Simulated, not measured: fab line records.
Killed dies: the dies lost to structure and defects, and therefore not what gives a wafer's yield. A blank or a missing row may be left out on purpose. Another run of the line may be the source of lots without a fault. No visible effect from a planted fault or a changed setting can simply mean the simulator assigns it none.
Matching of chambers + flow n5Finfet + 4 sister chambers for N5_SPACER0_ALD_00 on aldSin-02
The step deposits SiOCN, target thk 3.5 nm, pulse time 3 s, purge time 2 s. 4 wafers are shown with their chamber, then 10 later ones without.

WAFERS, EACH WITH ITS CHAMBER
| wafer  | chamber | heaterPowerW (W) |
|--------|---------|------------------|
| L087.3 | 1       | 785              |
| L087.4 | 0       | 846              |
| L089.1 | 3       | 813              |
| L089.4 | 2       | 778              |

WAFERS WITHOUT THEIR CHAMBER
| wafer  | heaterPowerW (W) |
|--------|------------------|
| L089.6 | 810              |
| L090.1 | 808              |
| L090.3 | 819              |
| L090.6 | 820              |
| L091.1 | 825              |
| L091.3 | 789              |
| L091.4 | 805              |
| L093.1 | 824              |
| L093.3 | 802              |
| L093.4 | 848              |

WHICH CHAMBER EACH WENT THROUGH
| wafer  | from the rows above          | in truth                   |
|--------|------------------------------|----------------------------|
| L089.6 | 3                            | 3                          |
| L090.1 | 3                            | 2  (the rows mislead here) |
| L090.3 | 3                            | 3                          |
| L090.6 | 3                            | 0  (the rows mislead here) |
| L091.1 | can't be placed: 3 or 0      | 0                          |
| L091.3 | can't be placed: 1 or 2      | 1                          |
| L091.4 | can't be placed: 3 or 1      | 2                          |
| L093.1 | can't be placed: 3 or 0      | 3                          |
| L093.3 | can't be placed: 3 or 1 or 2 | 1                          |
| L093.4 | 0                            | 0                          |
Correctly placed: 3 of 10. Unplaceable from these rows: 5, with the true chamber sitting among the candidates in 4. Wrongly placed: 2.
How it was worked out, from the rows above alone: a wafer's distance from a chamber is the root of the sum, over the readings, of the square of ((its reading less the chamber's mean) divided by the reading's scatter). The wafer belongs to the nearest chamber; if the next one is less than 2 further off, it can't be placed. The mean given for a chamber averages the wafers shown for that chamber. The scatter (one wafer shown for each chamber): square how far every hidden wafer sits from the nearest shown wafer, average those squares and take the square root.
